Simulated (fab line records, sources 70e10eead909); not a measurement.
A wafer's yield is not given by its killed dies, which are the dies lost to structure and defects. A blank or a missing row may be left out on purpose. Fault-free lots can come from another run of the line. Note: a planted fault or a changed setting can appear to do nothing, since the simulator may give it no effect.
fab line records | flow nand_harc
record: lots: 14 | wafers: 42 | last_day: 33
route steps=1302 shown A_M1@1186
lots that met no fault: from a run of the same line without faults
start_h: the number of hours between the record's first day and the start of the first shown wafer of the lot | wait_h: hours from the lot's prior step to this one | " same as the row above | L1.1+2: a row that stands for several wafers | - no value present, or no start provided | * or withheld: withheld | < > ~ a bound
route shown NAME@n: NAME is a module with steps in the file, n the number in the route of the first one | usual: average and standard deviation across the fault-free wafers | same: alike in all rows | chamber/n: place in a boat | sites: readings site by site | _std_site: the values' standard deviation | _edge_site: mean of outer sites minus mean of inner sites | radius_mm: for every site, how far away it sits from the centre of the wafer | mask NAME#n: copy n | behind: the last tool/chamber to shape the wafer | hold: why the lot went on hold/how many hours it stayed there/how the hold came to an end | device: the n, p or np transistor that did not switch | end of line: tests run on the same wafers once the route is complete | a step with no rows: only its recipe | killed: count of dies lost to structure and defects at first sort (not the wafer's yield) | map: per-die view of a wafer (x killed, . not killed, _ where there is no die)
set.NAME: the setting the step ran with; set.NAME@STEP: the setting that earlier step ran with | model.NAME: the simulator's own value behind a step, which no gauge read
steps of the route over a sample of lots; a table a step, a row a wafer
services: from which hour (start_h, from the record's first day; less than 0 if before it) a tool's chamber was out of use, for how many hours, and why
== steps ==
step: NHARC_A_M1_STRIP_18
recipe: power_w: 1000 | n2_flow_sccm: 150 | h2_flow_sccm: 150 | ar_flow_sccm: 0 | bias_w: 0 | chemistry: N2/H2
usual: drypump_motor_current_A: 5.7/0.43 | oes_product_au: 1.001/0.012 | rf_vpp_V: 90.9/0.99 | showerhead_plenum_p_Torr: 2.08/0.074 | throttle_valve_pct: 14.172/0.0096
same: bias_w: 0
lot.wafer | tool        | chamber | start_h | wait_h | drypump_motor_current_A | oes_product_au | rf_hours_counter_h | rf_vpp_V | showerhead_plenum_p_Torr | throttle_valve_pct
L119.2    | rie_diel-06 | 3       | 525.70  | 0.1    | 6.6                     | 0.990          | 2.2                | 90.2     | 2.00                     | 14.178
L119.3    | "           | 0       | "       | "      | 5.7                     | 0.999          | 2.4                | 90.6     | 2.10                     | 14.168
L119.6    | "           | 3       | "       | "      | 6.5                     | 1.003          | -                  | 90.3     | 2.00                     | 14.180
L120.2    | rie_diel-09 | 1       | 529.58  | 0.1    | 5.4                     | 0.997          | 0.6                | 90.9     | 2.17                     | 14.172
L120.6    | "           | 1       | "       | "      | 5.4                     | 1.018          | -                  | 91.2     | 2.17                     | 14.165
L120.5    | "           | 2       | "       | "      | 5.1                     | 0.993          | -                  | 89.3     | 2.04                     | 14.186
L124.2    | rie_diel-06 | 0       | 572.71  | 0.1    | 5.7                     | 1.015          | 4.6                | 89.6     | 2.10                     | 14.166
L124.3    | "           | 2       | "       | "      | 5.7                     | 1.005          | 4.8                | 89.5     | 2.14                     | 14.166
L124.6    | "           | 3       | "       | "      | 6.5                     | 1.018          | -                  | 90.0     | 2.00                     | 14.182
L126.2    | rie_diel-01 | 3       | 590.50  | 0.1    | 5.4                     | 0.991          | 0.4                | 91.2     | 2.04                     | 14.177
L126.1    | "           | 0       | "       | "      | 5.5                     | 1.007          | 0.5                | 88.9     | 1.90                     | 14.175
L126.6    | "           | 3       | "       | "      | 5.4                     | 0.998          | -                  | 89.0     | 2.04                     | 14.160
L128.1    | rie_diel-06 | 2       | 639.35  | 0.1    | 5.7                     | 0.999          | 8.1                | 89.7     | 2.14                     | 14.149
L128.4    | "           | 3       | "       | "      | 6.6                     | 1.024          | 8.4                | 90.8     | 1.99                     | 14.191
L128.6    | "           | 0       | "       | "      | 5.7                     | 1.016          | -                  | 92.2     | 2.10                     | 14.172
L130.1    | rie_diel-01 | 2       | 644.50  | 0.1    | 5.8                     | 1.008          | 1.4                | 90.4     | 2.10                     | 14.182
L130.2    | "           | 1       | "       | "      | 6.1                     | 1.021          | 1.7                | 90.9     | 2.09                     | 14.175
L130.6    | "           | 2       | "       | "      | 5.8                     | 1.014          | -                  | 90.8     | 2.10                     | 14.176
L132.4    | rie_diel-01 | 2       | 672.61  | 0.1    | 5.8                     | 1.007          | 2.2                | 91.1     | 2.10                     | 14.176
L132.3    | "           | 0       | "       | "      | 5.4                     | 1.009          | 2.6                | 89.2     | 1.90                     | 14.182
L132.5    | "           | 2       | "       | "      | 5.9                     | 0.999          | -                  | 90.8     | 2.10                     | 14.189
L137.4    | rie_diel-09 | 3       | 709.43  | 0.1    | 6.3                     | 0.978          | 1.8                | 90.5     | 2.11                     | 14.169
L137.3    | "           | 0       | "       | "      | 5.7                     | 1.005          | 1.9                | 91.7     | 2.20                     | 14.172
L137.6    | "           | 2       | "       | "      | 5.1                     | 0.993          | -                  | 90.6     | 2.04                     | 14.176
L136.4    | rie_diel-01 | 1       | 710.07  | 0.1    | 6.1                     | 1.018          | 3.3                | 91.5     | 2.09                     | 14.157
L136.1    | "           | 3       | "       | "      | 5.4                     | 0.993          | 3.2                | 90.5     | 2.04                     | 14.181
L136.5    | "           | 2       | "       | "      | 5.8                     | 1.019          | -                  | 90.3     | 2.10                     | 14.170
L140.2    | rie_diel-09 | 0       | 724.92  | 0.1    | 5.7                     | 1.000          | 3.5                | 91.2     | 2.20                     | 14.160
L140.4    | "           | 1       | "       | "      | 5.4                     | 0.986          | 3.3                | 92.2     | 2.16                     | 14.183
L140.3    | "           | 3       | "       | "      | 6.3                     | 0.982          | 3.6                | 91.8     | 2.11                     | 14.162
L138.4    | rie_diel-09 | 3       | 726.39  | 0.1    | 6.3                     | 0.995          | 3.7                | 91.7     | 2.11                     | 14.179
L138.2    | "           | 1       | "       | "      | 5.4                     | 0.992          | 3.5                | 91.1     | 2.16                     | 14.154
L138.5    | "           | 3       | "       | "      | 6.2                     | 1.000          | -                  | 91.1     | 2.11                     | 14.166
L139.4    | rie_diel-09 | 2       | 730.25  | 0.1    | 5.1                     | 0.997          | 3.6                | 90.9     | 2.04                     | 14.169
L139.6    | "           | 2       | "       | "      | 5.1                     | 0.997          | -                  | 91.1     | 2.04                     | 14.174
L139.5    | "           | 3       | "       | "      | 6.2                     | 0.985          | -                  | 90.9     | 2.11                     | 14.189
L141.4    | rie_diel-09 | 2       | 741.88  | 0.2    | 5.2                     | 0.992          | -                  | 89.4     | 2.04                     | 14.178
L141.5    | "           | 3       | "       | "      | 6.2                     | 0.981          | -                  | 92.3     | 2.11                     | 14.186
L141.6    | "           | 1       | "       | "      | 5.4                     | 0.995          | -                  | 92.2     | 2.16                     | 14.189
L142.3    | rie_diel-09 | 3       | 755.85  | 0.1    | 6.3                     | 0.980          | 4.4                | 91.4     | 2.11                     | 14.186
L142.4    | "           | 2       | "       | "      | 5.1                     | 0.997          | 4.2                | 90.2     | 2.04                     | 14.159
L142.5    | "           | 0       | "       | "      | 5.7                     | 1.022          | -                  | 93.7     | 2.19                     | 14.174
step: NHARC_A_M1_DEGAS_29
recipe: temp_c: 250 | time_s: 60
usual: heater_power_w: 321/24 | susceptor_temp_C: 249.97/0.18
lot.wafer | tool           | chamber | start_h | wait_h | heater_power_w | susceptor_temp_C
L119.3    | pvd_sputter-02 | -       | 526.31  | -      | 328            | 249.91
L119.2    | "              | -       | "       | "      | 339            | 249.72
L119.6    | "              | -       | "       | "      | 322            | 249.92
L120.2    | pvd_sputter-02 | -       | 530.24  | -      | 377            | 249.86
L120.5    | "              | -       | "       | "      | 324            | 249.91
L120.6    | "              | -       | "       | "      | 348            | 249.95
L124.2    | pvd_sputter-02 | -       | 573.32  | -      | 336            | 249.47
L124.3    | "              | -       | "       | "      | 343            | 250.01
L124.6    | "              | -       | "       | "      | 348            | 249.55
L126.1    | pvd_sputter-03 | -       | 591.11  | -      | 289            | -
L126.2    | "              | -       | "       | "      | 320            | -
L126.6    | "              | -       | "       | "      | 320            | -
L128.1    | pvd_sputter-01 | -       | 639.94  | -      | 330            | 249.94
L128.4    | "              | -       | "       | "      | 324            | 249.86
L128.6    | "              | -       | "       | "      | 330            | 250.12
L130.1    | pvd_sputter-01 | -       | 645.18  | -      | 311            | -
L130.2    | "              | -       | "       | "      | 345            | -
L130.6    | "              | -       | "       | "      | 314            | -
L132.3    | pvd_sputter-01 | -       | 673.26  | -      | 315            | 249.71
L132.4    | "              | -       | "       | "      | 276            | 250.04
L132.5    | "              | -       | "       | "      | 287            | 250.00
L137.4    | pvd_sputter-02 | -       | 710.04  | -      | 338            | 250.08
L137.3    | "              | -       | "       | "      | 352            | 250.01
L137.6    | "              | -       | "       | "      | 342            | 250.00
L136.4    | pvd_sputter-02 | -       | 710.71  | -      | 313            | 249.87
L136.1    | "              | -       | "       | "      | 333            | 250.05
L136.5    | "              | -       | "       | "      | 305            | 250.12
L140.4    | pvd_sputter-03 | -       | 725.56  | -      | 304            | 249.71
L140.2    | "              | -       | "       | "      | 310            | 249.78
L140.3    | "              | -       | "       | "      | 290            | 249.87
L138.4    | pvd_sputter-01 | -       | 727.04  | -      | 328            | -
L138.2    | "              | -       | "       | "      | 304            | -
L138.5    | "              | -       | "       | "      | 284            | -
L139.4    | pvd_sputter-01 | -       | 730.90  | -      | 284            | 249.75
L139.5    | "              | -       | "       | "      | 317            | 249.86
L139.6    | "              | -       | "       | "      | 289            | 249.90
L141.4    | pvd_sputter-03 | -       | 742.48  | -      | 324            | 250.39
L141.5    | "              | -       | "       | "      | 294            | 250.07
L141.6    | "              | -       | "       | "      | 323            | 250.10
L142.4    | pvd_sputter-02 | -       | 756.49  | -      | 342            | 249.99
L142.3    | "              | -       | "       | "      | 332            | 250.00
L142.5    | "              | -       | "       | "      | 353            | 249.91
step: NHARC_A_M1_PVD_21
recipe: target_thk_a: 300 | chamber_pressure_pa: 5 | power_w: 5000 | substrate_temp_c: 30 | time_s: 20.49 | material: Cu
usual: cathode_dc_power_W: 5000.0/0.85 | chamber_pressure_pa: 5.000/0.011 | throttle_valve_pct: 29.6/0.9
lot.wafer | tool           | chamber | start_h | wait_h | cathode_dc_power_W | chamber_pressure_pa | throttle_valve_pct
L119.3    | pvd_sputter-02 | -       | 526.54  | -      | 4999.6             | 5.014               | 31.3
L119.2    | "              | -       | "       | "      | 5000.2             | 5.002               | 29.0
L119.6    | "              | -       | "       | "      | 5000.2             | 5.003               | 31.4
L120.2    | pvd_sputter-02 | -       | 530.47  | -      | 5000.4             | 4.989               | 31.2
L120.5    | "              | -       | "       | "      | 5000.2             | 5.000               | 29.3
L120.6    | "              | -       | "       | "      | 4999.6             | 4.991               | 29.0
L124.2    | pvd_sputter-02 | -       | 573.54  | -      | 4999.8             | 4.967               | 29.1
L124.3    | "              | -       | "       | "      | 5000.0             | 5.002               | 28.3
L124.6    | "              | -       | "       | "      | 5000.5             | 4.994               | 28.9
L126.2    | pvd_sputter-03 | -       | 591.36  | -      | 4998.2             | 4.998               | 30.1
L126.1    | "              | -       | "       | "      | 5001.4             | 4.990               | 30.2
L126.6    | "              | -       | "       | "      | 5000.1             | 4.996               | 29.6
L128.1    | pvd_sputter-01 | -       | 640.17  | -      | -                  | -                   | -
L128.4    | "              | -       | "       | "      | -                  | -                   | -
L128.6    | "              | -       | "       | "      | -                  | -                   | -
L130.1    | pvd_sputter-01 | -       | 645.40  | -      | -                  | -                   | -
L130.2    | "              | -       | "       | "      | -                  | -                   | -
L130.6    | "              | -       | "       | "      | -                  | -                   | -
L132.4    | pvd_sputter-01 | -       | 673.50  | -      | 5001.2             | 4.991               | 29.4
L132.3    | "              | -       | "       | "      | 5001.7             | 5.001               | 29.8
L132.5    | "              | -       | "       | "      | 5000.6             | 5.010               | 29.6
L137.3    | pvd_sputter-02 | -       | 710.26  | -      | 4999.8             | 4.986               | 29.8
L137.4    | "              | -       | "       | "      | 5000.5             | 5.001               | 29.9
L137.6    | "              | -       | "       | "      | 5001.3             | 5.007               | 29.8
L136.4    | pvd_sputter-02 | -       | 710.95  | -      | 4999.1             | 5.011               | 31.5
L136.1    | "              | -       | "       | "      | 4999.2             | 5.013               | 30.1
L136.5    | "              | -       | "       | "      | 4999.6             | 5.015               | 29.9
L140.4    | pvd_sputter-03 | -       | 725.78  | -      | 4999.2             | 5.010               | 29.4
L140.2    | "              | -       | "       | "      | 4998.9             | 4.997               | 29.8
L140.3    | "              | -       | "       | "      | 5001.0             | 5.010               | 30.6
L138.4    | pvd_sputter-01 | -       | 727.27  | -      | 4999.9             | 4.979               | 27.8
L138.2    | "              | -       | "       | "      | 4999.1             | 4.985               | 29.3
L138.5    | "              | -       | "       | "      | 4999.4             | 4.991               | 29.8
L139.4    | pvd_sputter-01 | -       | 731.14  | -      | 4999.9             | 5.003               | 29.5
L139.5    | "              | -       | "       | "      | 4999.2             | 5.008               | 29.8
L139.6    | "              | -       | "       | "      | 5001.0             | 5.007               | 27.9
L141.4    | pvd_sputter-03 | -       | 742.70  | -      | 5000.8             | 4.991               | 29.3
L141.5    | "              | -       | "       | "      | 5000.0             | 4.990               | 29.2
L141.6    | "              | -       | "       | "      | 5002.1             | 4.989               | 29.8
L142.3    | pvd_sputter-02 | -       | 756.71  | -      | 4999.3             | 5.005               | 31.7
L142.4    | "              | -       | "       | "      | 4999.1             | 4.996               | 28.9
L142.5    | "              | -       | "       | "      | 5000.4             | 5.005               | 30.0
step: NHARC_A_M1_PRE_CLEAN_32
recipe: time_s: 12 | temp_c: 370 | rf_power_w: 300 | gas: NH3
usual: heater_power_outer_w: 383/66 | heater_power_w: 644/98 | susceptor_temp_C: 370.00/0.21
lot.wafer | tool     | chamber | start_h | wait_h | heater_power_outer_w | heater_power_w | susceptor_temp_C
L119.2    | pecvd-04 | 2       | 527.96  | 0.1    | 283                  | 488            | 370.24
L119.3    | "        | 0       | "       | "      | 359                  | 663            | 370.14
L119.6    | "        | 2       | "       | "      | 284                  | 477            | 370.08
L120.2    | pecvd-02 | 2       | 531.90  | 0.1    | 416                  | 678            | 370.03
L120.6    | "        | 1       | "       | "      | 352                  | 596            | 370.24
L120.5    | "        | 2       | "       | "      | 411                  | 672            | 370.15
L124.2    | pecvd-03 | 2       | 574.93  | 0.1    | 430                  | 719            | 370.01
L124.3    | "        | 1       | "       | "      | 484                  | 812            | 370.16
L124.6    | "        | 2       | "       | "      | 419                  | 728            | 369.92
L126.2    | pecvd-03 | 0       | 592.74  | 0.1    | 330                  | 603            | 370.03
L126.1    | "        | 1       | "       | "      | 549                  | 865            | 369.80
L126.6    | "        | 0       | "       | "      | 328                  | 597            | 370.21
L128.1    | pecvd-02 | 1       | 641.57  | 0.1    | 346                  | 564            | 369.67
L128.4    | "        | 1       | "       | "      | 356                  | 568            | 369.97
L128.6    | "        | 1       | "       | "      | 342                  | 568            | 369.72
L130.1    | pecvd-04 | 1       | 646.80  | 0.1    | 404                  | 676            | 370.16
L130.2    | "        | 0       | "       | "      | 283                  | 583            | 370.01
L130.6    | "        | 1       | "       | "      | 401                  | 693            | 369.77
L132.3    | pecvd-02 | 2       | 674.89  | 0.1    | 409                  | 680            | 370.00
L132.4    | "        | 2       | "       | "      | 416                  | 653            | 369.58
L132.5    | "        | 0       | "       | "      | 370                  | 576            | 370.03
L137.3    | pecvd-04 | 0       | 711.67  | 0.1    | 340                  | 647            | 370.16
L137.6    | "        | 2       | "       | "      | 327                  | 508            | 370.01
L137.4    | "        | 1       | "       | "      | 424                  | 689            | 369.63
L136.1    | pecvd-03 | 2       | 712.54  | 0.3    | 437                  | 748            | 370.27
L136.4    | "        | 2       | "       | "      | 438                  | 748            | 370.31
L136.5    | "        | 0       | "       | "      | 299                  | 568            | 369.93
L140.2    | pecvd-02 | 2       | 727.20  | 0.1    | 418                  | 689            | 369.99
L140.3    | "        | 0       | "       | "      | 377                  | 613            | 369.95
L140.4    | "        | 2       | "       | "      | 420                  | 700            | 370.08
L138.2    | pecvd-04 | 2       | 728.66  | 0.1    | 277                  | 428            | 369.98
L138.4    | "        | 1       | "       | "      | 360                  | 622            | 369.78
L138.5    | "        | 2       | "       | "      | 270                  | 445            | 370.22
L139.4    | pecvd-02 | 0       | 732.68  | 0.2    | 387                  | 638            | 370.02
L139.5    | "        | 0       | "       | "      | 386                  | 628            | 369.73
L139.6    | "        | 2       | "       | "      | 417                  | 682            | 370.07
L141.4    | pecvd-03 | 1       | 744.14  | 0.1    | 493                  | 770            | 370.24
L141.5    | "        | 2       | "       | "      | 396                  | 692            | 369.96
L141.6    | "        | 0       | "       | "      | 308                  | 567            | 370.21
L142.3    | pecvd-02 | 2       | 758.13  | 0.1    | 355                  | 610            | 370.18
L142.5    | "        | 0       | "       | "      | 389                  | 627            | 370.13
L142.4    | "        | 2       | "       | "      | 355                  | 591            | 369.72
== services ==
tool           | chamber | start_h | hours | kind
pvd_sputter-03 | -       | 526.01  | 10.0  | pm
rie_diel-09    | 2       | 533.51  | 3.5   | repair
rie_diel-01    | 0       | 539.28  | 3.0   | repair
pecvd-03       | -       | 547.48  | 13.0  | pm
pvd_sputter-03 | -       | 551.68  | 0.6   | repair
rie_diel-01    | -       | 557.82  | 9.0   | pm
pvd_sputter-03 | -       | 558.85  | 0.9   | repair
pvd_sputter-03 | -       | 562.84  | 2.1   | repair
pvd_sputter-03 | -       | 571.23  | 4.5   | repair
pvd_sputter-01 | -       | 585.81  | 10.0  | pm
pecvd-02       | -       | 589.00  | 13.0  | pm
rie_diel-01    | 2       | 607.39  | 15.4  | repair
pecvd-02       | 0       | 622.98  | 30.7  | repair
pvd_sputter-03 | -       | 628.77  | 1.0   | repair
pvd_sputter-02 | -       | 638.33  | 10.0  | pm
rie_diel-09    | 2       | 639.37  | 20.3  | repair
pecvd-02       | 2       | 640.22  | 6.0   | repair
pvd_sputter-01 | -       | 657.84  | 2.3   | repair
rie_diel-09    | -       | 674.11  | 9.0   | pm
pvd_sputter-01 | -       | 674.27  | 1.3   | repair
rie_diel-09    | -       | 703.33  | 0.5   | repair
pvd_sputter-03 | -       | 704.01  | 10.0  | pm
pecvd-02       | 1       | 706.61  | 28.0  | repair
rie_diel-09    | 0       | 740.32  | 7.1   | repair
== key ==
first_sign: step: NHARC_A_M1_PVD_21 | reading: tool_record | direction: missing
effect none on later readings
met_at NHARC_A_M1_PVD_21
struck_lots L128,L130
later_rows_left_out L128.1,L128.4,L128.6,L130.1,L130.2,L130.6
sort_left_out L128.1,L128.4,L128.6,L130.1,L130.2,L130.6
not_acting_at NHARC_A_M1_STRIP_18,NHARC_A_M1_DEGAS_29,NHARC_A_M1_PRE_CLEAN_32
fault: kind: skipped_step_whole | tool: pvd_sputter-01 | chamber: - | onset_h: 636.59 | steps: NHARC_A_M1_PVD_21 | scope: struck_lots_only
sort_left_out: the simulated sort isn't trusted on such a fault, so these wafers' sort isn't shown, and their yield isn't known
later_rows_left_out: the simulator's readings of these wafers behind a module that went badly wrong aren't trusted and aren't shown, but for the sort
